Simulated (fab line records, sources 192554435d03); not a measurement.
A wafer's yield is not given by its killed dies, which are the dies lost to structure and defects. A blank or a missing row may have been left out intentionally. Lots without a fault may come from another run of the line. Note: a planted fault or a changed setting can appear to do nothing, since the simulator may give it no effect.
fab line records	flow n5_finfet
record lots=24	wafers=72	last_day=17
route steps=1938 shown BEOL_M2@893
lots that met no fault: taken from a fault-free run of the same line
start_h: start of the lot's first displayed wafer, in hours after the record's first day	wait_h: hours elapsed since this lot's preceding step	" the same as in the row above	L1.1+2: one row covering several wafers at once	- no value, or no start was given	* or withheld: withheld	< > ~ a bound
route shown NAME@n: NAME is a module with steps in the file, n the number in the route of the first one	usual: mean/standard deviation taken from wafers without a fault	same: alike in all rows	chamber/n: place in a boat	sites: readings site by site	_std_site: how widely they spread, as a standard deviation	_edge_site: the outer-site mean with the inner-site mean subtracted	radius_mm: for every site, how far away it sits from the centre of the wafer	mask NAME#n: copy n	behind: the last tool/chamber to shape the wafer	hold: reason for holding the lot/hours on hold/outcome of the hold	device: whichever transistor did not switch (one of n, p or np)	end of line: the route-end tests of the same wafers	a step given without rows: its recipe and nothing more	killed: the dies lost at the first sort to structure and to defects; this is not the yield of the wafer	map: shows each die of a wafer: x if killed, . if not, _ if none is there
set.NAME: setting as actually run; set.NAME@STEP: the setting as run at that earlier step	model.NAME: the simulator's own value behind a step, which no gauge read
one table for each step of the route and one row for each wafer, over a sample of lots
## steps
# step N5_BEOL_M2_OCD_MEAS_38
# usual trench_depth_nm=55.3/0.86
lot.wafer	tool	chamber	start_h	wait_h	trench_depth_nm
L074.1	ocd-01	-	135.74	-	55.7
L074.3	"	-	"	"	55.9
L074.5	"	-	"	"	57.0
L075.3	ocd-02	-	150.17	-	54.3
L075.5	"	-	"	"	55.9
L075.6	"	-	"	"	54.3
L077.1	ocd-01	-	153.77	-	53.4
L077.4	"	-	"	"	55.0
L077.6	"	-	"	"	53.2
L076.1	ocd-02	-	162.18	-	55.5
L076.4	"	-	"	"	54.4
L076.5	"	-	"	"	54.0
L078.1	ocd-02	-	166.08	-	55.5
L078.2	"	-	"	"	56.0
L078.3	"	-	"	"	56.6
L079.2	ocd-02	-	168.03	-	55.0
L079.3	"	-	"	"	54.9
L079.5	"	-	"	"	54.5
L080.1	ocd-01	-	170.39	-	55.4
L080.2	"	-	"	"	56.3
L080.6	"	-	"	"	55.9
L081.2	ocd-01	-	204.66	-	54.2
L081.4	"	-	"	"	54.5
L081.5	"	-	"	"	54.7
L084.1	ocd-02	-	204.69	-	55.9
L084.3	"	-	"	"	56.3
L084.5	"	-	"	"	56.8
L083.1	ocd-02	-	207.62	-	55.7
L083.3	"	-	"	"	56.9
L083.5	"	-	"	"	54.7
L082.3	ocd-01	-	208.56	-	56.0
L082.4	"	-	"	"	55.4
L082.5	"	-	"	"	55.7
L085.2	ocd-01	-	210.81	-	55.4
L085.4	"	-	"	"	53.4
L085.5	"	-	"	"	55.4
L086.2	ocd-01	-	217.45	-	55.1
L086.4	"	-	"	"	56.2
L086.6	"	-	"	"	56.1
L087.2	ocd-01	-	224.23	-	54.4
L087.3	"	-	"	"	56.4
L087.4	"	-	"	"	54.7
L088.3	ocd-01	-	226.48	-	55.4
L088.4	"	-	"	"	54.6
L088.5	"	-	"	"	55.1
L089.1	ocd-01	-	229.86	-	54.9
L089.3	"	-	"	"	55.2
L089.4	"	-	"	"	56.5
L090.1	ocd-01	-	247.00	-	53.6
L090.2	"	-	"	"	55.4
L090.3	"	-	"	"	56.8
L092.1	ocd-02	-	252.57	-	56.6
L092.4	"	-	"	"	57.3
L092.5	"	-	"	"	55.1
L091.1	ocd-02	-	256.00	-	55.0
L091.2	"	-	"	"	53.8
L091.5	"	-	"	"	55.6
L093.1	ocd-01	-	258.50	-	55.3
L093.2	"	-	"	"	56.9
L093.5	"	-	"	"	53.5
L094.2	ocd-02	-	261.29	-	54.9
L094.3	"	-	"	"	54.7
L094.5	"	-	"	"	55.4
L095.2	ocd-02	-	273.23	-	54.4
L095.4	"	-	"	"	55.7
L095.6	"	-	"	"	54.9
L096.1	ocd-01	-	276.87	-	55.1
L096.2	"	-	"	"	55.7
L096.6	"	-	"	"	55.2
L097.1	ocd-01	-	277.13	-	56.7
L097.2	"	-	"	"	56.1
L097.4	"	-	"	"	54.9
# step N5_BEOL_M2_CD_MEAS_35
# recipe target_cd_nm=18	target_cd_y_nm=22.2	polarity=opening
# usual cd_nm=18.03/0.26
lot.wafer	tool	chamber	start_h	wait_h	cd_nm
L074.1	cd_sem-02	-	135.89	0.0	18.34
L074.3	"	-	"	"	18.57
L074.5	"	-	"	"	18.10
L075.3	cd_sem-02	-	150.32	0.0	18.46
L075.5	"	-	"	"	17.91
L075.6	"	-	"	"	18.16
L077.1	cd_sem-03	-	153.93	0.0	18.23
L077.4	"	-	"	"	18.22
L077.6	"	-	"	"	18.17
L076.1	cd_sem-03	-	162.33	0.0	18.47
L076.4	"	-	"	"	18.38
L076.5	"	-	"	"	18.54
L078.1	cd_sem-03	-	166.23	0.0	17.86
L078.2	"	-	"	"	18.06
L078.3	"	-	"	"	17.84
L079.2	cd_sem-01	-	168.19	0.0	18.26
L079.3	"	-	"	"	17.95
L079.5	"	-	"	"	18.17
L080.1	cd_sem-03	-	170.64	0.0	17.83
L080.2	"	-	"	"	18.13
L080.6	"	-	"	"	17.60
L081.2	cd_sem-01	-	204.81	0.0	18.06
L081.4	"	-	"	"	17.91
L081.5	"	-	"	"	18.08
L084.1	cd_sem-01	-	204.84	0.0	17.92
L084.3	"	-	"	"	17.87
L084.5	"	-	"	"	17.86
L083.1	cd_sem-03	-	207.78	0.0	18.31
L083.3	"	-	"	"	18.08
L083.5	"	-	"	"	18.48
L082.3	cd_sem-03	-	208.81	0.0	18.00
L082.4	"	-	"	"	17.52
L082.5	"	-	"	"	17.92
L085.2	cd_sem-03	-	210.96	0.0	17.71
L085.4	"	-	"	"	18.12
L085.5	"	-	"	"	17.63
L086.2	cd_sem-01	-	217.70	0.0	18.34
L086.4	"	-	"	"	18.20
L086.6	"	-	"	"	17.93
L087.2	cd_sem-03	-	224.38	0.0	17.73
L087.3	"	-	"	"	17.91
L087.4	"	-	"	"	17.76
L088.3	cd_sem-01	-	226.63	0.0	17.94
L088.4	"	-	"	"	18.28
L088.5	"	-	"	"	18.38
L089.1	cd_sem-01	-	230.01	0.0	17.59
L089.3	"	-	"	"	18.05
L089.4	"	-	"	"	18.01
L090.1	cd_sem-02	-	247.16	0.0	18.15
L090.2	"	-	"	"	18.02
L090.3	"	-	"	"	17.95
L092.1	cd_sem-02	-	252.73	0.0	17.89
L092.4	"	-	"	"	17.77
L092.5	"	-	"	"	17.95
L091.1	cd_sem-01	-	256.16	0.0	17.78
L091.2	"	-	"	"	18.16
L091.5	"	-	"	"	17.85
L093.1	cd_sem-01	-	258.65	0.0	18.08
L093.2	"	-	"	"	17.67
L093.5	"	-	"	"	18.23
L094.2	cd_sem-02	-	261.45	0.0	17.53
L094.3	"	-	"	"	18.14
L094.5	"	-	"	"	18.56
L095.2	cd_sem-01	-	273.38	0.0	17.94
L095.4	"	-	"	"	17.91
L095.6	"	-	"	"	18.27
L096.1	cd_sem-03	-	277.02	0.0	18.31
L096.2	"	-	"	"	17.62
L096.6	"	-	"	"	17.68
L097.1	cd_sem-02	-	277.28	0.0	17.99
L097.2	"	-	"	"	17.90
L097.4	"	-	"	"	17.54
# step N5_BEOL_M2_SPUTTER_48
# recipe material=Cu	target_thk_a=45	temp_c=-20	chamber_pressure_pa=0.07	power_w=withheld	time_s=8.29
# usual throttle_valve_pct=29.7/1
lot.wafer	tool	chamber	start_h	wait_h	throttle_valve_pct
L074.1	pvd_sputter-01	-	136.59	0.1	31.0
L074.3	"	-	"	"	28.5
L074.5	"	-	"	"	31.1
L075.3	pvd_sputter-02	-	151.43	0.1	28.5
L075.5	"	-	"	"	29.2
L075.6	"	-	"	"	28.3
L077.1	pvd_sputter-01	-	156.31	1.5	30.2
L077.4	"	-	"	"	30.8
L077.6	"	-	"	"	30.0
L076.1	pvd_sputter-02	-	165.83	0.1	30.5
L076.4	"	-	"	"	28.9
L076.5	"	-	"	"	28.8
L078.1	pvd_sputter-03	-	167.44	0.3	31.4
L078.2	"	-	"	"	29.6
L078.3	"	-	"	"	29.2
L079.2	pvd_sputter-01	-	168.89	0.1	28.8
L079.3	"	-	"	"	30.9
L079.5	"	-	"	"	28.7
L080.1	pvd_sputter-03	-	171.56	0.1	29.1
L080.2	"	-	"	"	29.9
L080.6	"	-	"	"	30.0
L081.2	pvd_sputter-02	-	205.86	0.1	30.8
L081.4	"	-	"	"	29.9
L081.5	"	-	"	"	28.2
L084.1	pvd_sputter-03	-	206.13	0.1	28.9
L084.3	"	-	"	"	31.3
L084.5	"	-	"	"	29.7
L083.1	pvd_sputter-01	-	208.73	0.1	28.5
L083.3	"	-	"	"	30.1
L083.5	"	-	"	"	30.0
L082.3	pvd_sputter-02	-	210.79	0.1	30.5
L082.4	"	-	"	"	30.4
L082.5	"	-	"	"	30.5
L085.2	pvd_sputter-01	-	212.47	0.2	30.3
L085.4	"	-	"	"	30.9
L085.5	"	-	"	"	30.0
L086.2	pvd_sputter-01	-	219.06	0.1	29.9
L086.4	"	-	"	"	28.5
L086.6	"	-	"	"	31.1
L087.2	pvd_sputter-03	-	225.25	0.1	31.4
L087.3	"	-	"	"	29.6
L087.4	"	-	"	"	27.9
L088.3	pvd_sputter-01	-	227.22	0.1	31.0
L088.4	"	-	"	"	28.5
L088.5	"	-	"	"	28.5
L089.1	pvd_sputter-01	-	231.22	0.6	31.1
L089.3	"	-	"	"	31.0
L089.4	"	-	"	"	29.9
L090.1	pvd_sputter-01	-	247.85	0.1	28.8
L090.2	"	-	"	"	30.8
L090.3	"	-	"	"	30.8
L092.1	pvd_sputter-02	-	253.44	0.1	28.4
L092.4	"	-	"	"	30.2
L092.5	"	-	"	"	28.6
L091.1	pvd_sputter-03	-	258.38	0.1	30.0
L091.2	"	-	"	"	31.2
L091.5	"	-	"	"	29.9
L093.1	pvd_sputter-02	-	259.51	0.1	30.1
L093.2	"	-	"	"	28.4
L093.5	"	-	"	"	30.3
L094.2	pvd_sputter-02	-	262.67	0.4	30.2
L094.3	"	-	"	"	28.9
L094.5	"	-	"	"	29.1
L095.2	pvd_sputter-03	-	274.58	0.2	27.8
L095.4	"	-	"	"	30.0
L095.6	"	-	"	"	29.1
L096.1	pvd_sputter-02	-	277.83	0.1	30.2
L096.2	"	-	"	"	29.0
L096.6	"	-	"	"	30.1
L097.1	pvd_sputter-01	-	279.37	1.5	31.0
L097.2	"	-	"	"	28.7
L097.4	"	-	"	"	29.8
# step N5_BEOL_M2_ANNEAL_80
# recipe temp_c=400	time_s=240	ambient=vacuum
# usual heater_power_w=808/70
lot.wafer	tool	chamber	start_h	wait_h	heater_power_w
L074.1	pvd_sputter-01	-	136.89	0.0	802
L074.3	"	-	"	"	810
L074.5	"	-	"	"	792
L075.3	pvd_sputter-02	-	151.73	0.0	861
L075.5	"	-	"	"	831
L075.6	"	-	"	"	861
L077.1	pvd_sputter-01	-	156.61	0.0	658
L077.4	"	-	"	"	766
L077.6	"	-	"	"	673
L076.1	pvd_sputter-02	-	166.13	0.0	864
L076.4	"	-	"	"	817
L076.5	"	-	"	"	814
L078.1	pvd_sputter-03	-	167.74	0.0	854
L078.2	"	-	"	"	710
L078.3	"	-	"	"	780
L079.2	pvd_sputter-01	-	169.19	0.0	777
L079.3	"	-	"	"	782
L079.5	"	-	"	"	807
L080.1	pvd_sputter-03	-	171.86	0.0	789
L080.2	"	-	"	"	694
L080.6	"	-	"	"	703
L081.2	pvd_sputter-02	-	206.16	0.0	845
L081.4	"	-	"	"	877
L081.5	"	-	"	"	878
L084.1	pvd_sputter-03	-	206.43	0.0	793
L084.3	"	-	"	"	863
L084.5	"	-	"	"	711
L083.1	pvd_sputter-01	-	209.03	0.0	823
L083.3	"	-	"	"	640
L083.5	"	-	"	"	673
L082.3	pvd_sputter-02	-	211.09	0.0	862
L082.4	"	-	"	"	848
L082.5	"	-	"	"	853
L085.2	pvd_sputter-01	-	212.77	0.0	664
L085.4	"	-	"	"	856
L085.5	"	-	"	"	645
L086.2	pvd_sputter-01	-	219.36	0.0	657
L086.4	"	-	"	"	790
L086.6	"	-	"	"	800
L087.2	pvd_sputter-03	-	225.55	0.0	843
L087.3	"	-	"	"	719
L087.4	"	-	"	"	853
L088.3	pvd_sputter-01	-	227.52	0.0	880
L088.4	"	-	"	"	799
L088.5	"	-	"	"	797
L089.1	pvd_sputter-01	-	231.52	0.0	776
L089.3	"	-	"	"	886
L089.4	"	-	"	"	656
L090.1	pvd_sputter-01	-	248.15	0.0	783
L090.2	"	-	"	"	881
L090.3	"	-	"	"	783
L092.1	pvd_sputter-02	-	253.74	0.0	854
L092.4	"	-	"	"	852
L092.5	"	-	"	"	895
L091.1	pvd_sputter-03	-	258.68	0.0	722
L091.2	"	-	"	"	886
L091.5	"	-	"	"	716
L093.1	pvd_sputter-02	-	259.81	0.0	862
L093.2	"	-	"	"	877
L093.5	"	-	"	"	869
L094.2	pvd_sputter-02	-	262.97	0.0	839
L094.3	"	-	"	"	806
L094.5	"	-	"	"	825
L095.2	pvd_sputter-03	-	274.88	0.0	879
L095.4	"	-	"	"	716
L095.6	"	-	"	"	812
L096.1	pvd_sputter-02	-	278.13	0.0	857
L096.2	"	-	"	"	803
L096.6	"	-	"	"	871
L097.1	pvd_sputter-01	-	281.27	0.0	802
L097.2	"	-	"	"	801
L097.4	"	-	"	"	661
# step N5_BEOL_M2_SPUTTER_88
# recipe material=Cu	target_thk_a=45	temp_c=-20	chamber_pressure_pa=0.07	power_w=withheld	time_s=8.29
# usual throttle_valve_pct=29.7/1
lot.wafer	tool	chamber	start_h	wait_h	throttle_valve_pct
L074.1	pvd_sputter-01	-	137.47	0.1	30.8
L074.3	"	-	"	"	28.6
L074.5	"	-	"	"	30.9
L075.3	pvd_sputter-02	-	152.31	0.1	28.5
L075.5	"	-	"	"	29.0
L075.6	"	-	"	"	28.3
L077.1	pvd_sputter-01	-	157.19	0.1	30.1
L077.4	"	-	"	"	31.3
L077.6	"	-	"	"	29.7
L076.1	pvd_sputter-02	-	166.71	0.1	30.4
L076.4	"	-	"	"	28.8
L076.5	"	-	"	"	29.1
L078.1	pvd_sputter-03	-	168.32	0.1	31.1
L078.2	"	-	"	"	29.7
L078.3	"	-	"	"	29.1
L079.2	pvd_sputter-01	-	169.77	0.1	28.5
L079.3	"	-	"	"	31.1
L079.5	"	-	"	"	28.5
L080.1	pvd_sputter-03	-	172.44	0.1	29.1
L080.2	"	-	"	"	29.9
L080.6	"	-	"	"	29.8
L081.2	pvd_sputter-02	-	206.74	0.1	30.4
L081.4	"	-	"	"	29.9
L081.5	"	-	"	"	28.4
L084.1	pvd_sputter-03	-	207.01	0.1	28.9
L084.3	"	-	"	"	31.3
L084.5	"	-	"	"	29.5
L083.1	pvd_sputter-01	-	209.61	0.1	28.5
L083.3	"	-	"	"	30.2
L083.5	"	-	"	"	30.2
L082.3	pvd_sputter-02	-	211.67	0.1	30.1
L082.4	"	-	"	"	30.6
L082.5	"	-	"	"	30.3
L085.2	pvd_sputter-01	-	213.35	0.1	29.9
L085.4	"	-	"	"	31.2
L085.5	"	-	"	"	29.9
L086.2	pvd_sputter-01	-	219.94	0.1	29.7
L086.4	"	-	"	"	29.1
L086.6	"	-	"	"	30.9
L087.2	pvd_sputter-03	-	226.13	0.1	31.2
L087.3	"	-	"	"	29.7
L087.4	"	-	"	"	27.9
L088.3	pvd_sputter-01	-	228.10	0.1	30.6
L088.4	"	-	"	"	28.5
L088.5	"	-	"	"	28.7
L089.1	pvd_sputter-01	-	232.10	0.1	30.8
L089.3	"	-	"	"	30.8
L089.4	"	-	"	"	29.9
L090.1	pvd_sputter-01	-	248.73	0.1	28.6
L090.2	"	-	"	"	31.0
L090.3	"	-	"	"	30.8
L092.1	pvd_sputter-02	-	254.32	0.1	28.4
L092.4	"	-	"	"	30.6
L092.5	"	-	"	"	28.3
L091.1	pvd_sputter-03	-	259.26	0.1	29.5
L091.2	"	-	"	"	31.2
L091.5	"	-	"	"	29.9
L093.1	pvd_sputter-02	-	260.39	0.1	30.0
L093.2	"	-	"	"	28.3
L093.5	"	-	"	"	29.7
L094.2	pvd_sputter-02	-	263.55	0.1	30.3
L094.3	"	-	"	"	29.1
L094.5	"	-	"	"	28.7
L095.2	pvd_sputter-03	-	275.46	0.1	28.2
L095.4	"	-	"	"	29.8
L095.6	"	-	"	"	29.1
L096.1	pvd_sputter-02	-	278.71	0.1	30.3
L096.2	"	-	"	"	29.1
L096.6	"	-	"	"	30.2
L097.1	pvd_sputter-01	-	281.85	0.1	30.8
L097.2	"	-	"	"	28.9
L097.4	"	-	"	"	30.2
# step N5_BEOL_M2_SPUTTER_96
# recipe material=Cu	target_thk_a=45	temp_c=-20	chamber_pressure_pa=0.07	power_w=withheld	time_s=8.29
# usual throttle_valve_pct=29.7/1
lot.wafer	tool	chamber	start_h	wait_h	throttle_valve_pct
L074.1	pvd_sputter-01	-	138.35	0.1	30.9
L074.3	"	-	"	"	28.6
L074.5	"	-	"	"	30.9
L075.3	pvd_sputter-02	-	153.19	0.1	28.5
L075.5	"	-	"	"	29.0
L075.6	"	-	"	"	28.4
L077.1	pvd_sputter-01	-	158.07	0.1	29.8
L077.4	"	-	"	"	30.9
L077.6	"	-	"	"	30.1
L076.1	pvd_sputter-02	-	167.59	0.1	30.1
L076.4	"	-	"	"	29.2
L076.5	"	-	"	"	29.0
L078.1	pvd_sputter-03	-	169.20	0.1	31.2
L078.2	"	-	"	"	29.9
L078.3	"	-	"	"	29.1
L079.2	pvd_sputter-01	-	170.65	0.1	28.4
L079.3	"	-	"	"	30.8
L079.5	"	-	"	"	28.7
L080.1	pvd_sputter-03	-	173.32	0.1	28.9
L080.2	"	-	"	"	29.9
L080.6	"	-	"	"	29.9
L081.2	pvd_sputter-02	-	207.62	0.1	30.2
L081.4	"	-	"	"	30.1
L081.5	"	-	"	"	28.5
L084.1	pvd_sputter-03	-	207.89	0.1	29.2
L084.3	"	-	"	"	31.2
L084.5	"	-	"	"	29.9
L083.1	pvd_sputter-01	-	210.49	0.1	28.8
L083.3	"	-	"	"	30.2
L083.5	"	-	"	"	30.1
L082.3	pvd_sputter-02	-	212.55	0.1	29.6
L082.4	"	-	"	"	30.4
L082.5	"	-	"	"	30.4
L085.2	pvd_sputter-01	-	214.23	0.1	30.0
L085.4	"	-	"	"	30.6
L085.5	"	-	"	"	29.8
L086.2	pvd_sputter-01	-	220.82	0.1	30.0
L086.4	"	-	"	"	28.7
L086.6	"	-	"	"	30.8
L087.2	pvd_sputter-03	-	227.01	0.1	31.0
L087.3	"	-	"	"	29.5
L087.4	"	-	"	"	28.1
L088.3	pvd_sputter-01	-	228.98	0.1	31.1
L088.4	"	-	"	"	28.9
L088.5	"	-	"	"	28.6
L089.1	pvd_sputter-01	-	232.98	0.1	30.8
L089.3	"	-	"	"	30.8
L089.4	"	-	"	"	30.0
L090.1	pvd_sputter-01	-	249.61	0.1	28.7
L090.2	"	-	"	"	30.7
L090.3	"	-	"	"	30.7
L092.1	pvd_sputter-02	-	255.20	0.1	28.4
L092.4	"	-	"	"	30.3
L092.5	"	-	"	"	28.3
L091.1	pvd_sputter-03	-	260.14	0.1	29.9
L091.2	"	-	"	"	31.4
L091.5	"	-	"	"	29.7
L093.1	pvd_sputter-02	-	261.27	0.1	30.2
L093.2	"	-	"	"	28.5
L093.5	"	-	"	"	30.1
L094.2	pvd_sputter-02	-	264.43	0.1	30.7
L094.3	"	-	"	"	28.9
L094.5	"	-	"	"	28.8
L095.2	pvd_sputter-03	-	276.34	0.1	28.3
L095.4	"	-	"	"	29.7
L095.6	"	-	"	"	29.0
L096.1	pvd_sputter-02	-	279.59	0.1	30.4
L096.2	"	-	"	"	28.6
L096.6	"	-	"	"	29.8
L097.1	pvd_sputter-01	-	282.73	0.1	30.8
L097.2	"	-	"	"	28.5
L097.4	"	-	"	"	30.0
## key
fault none
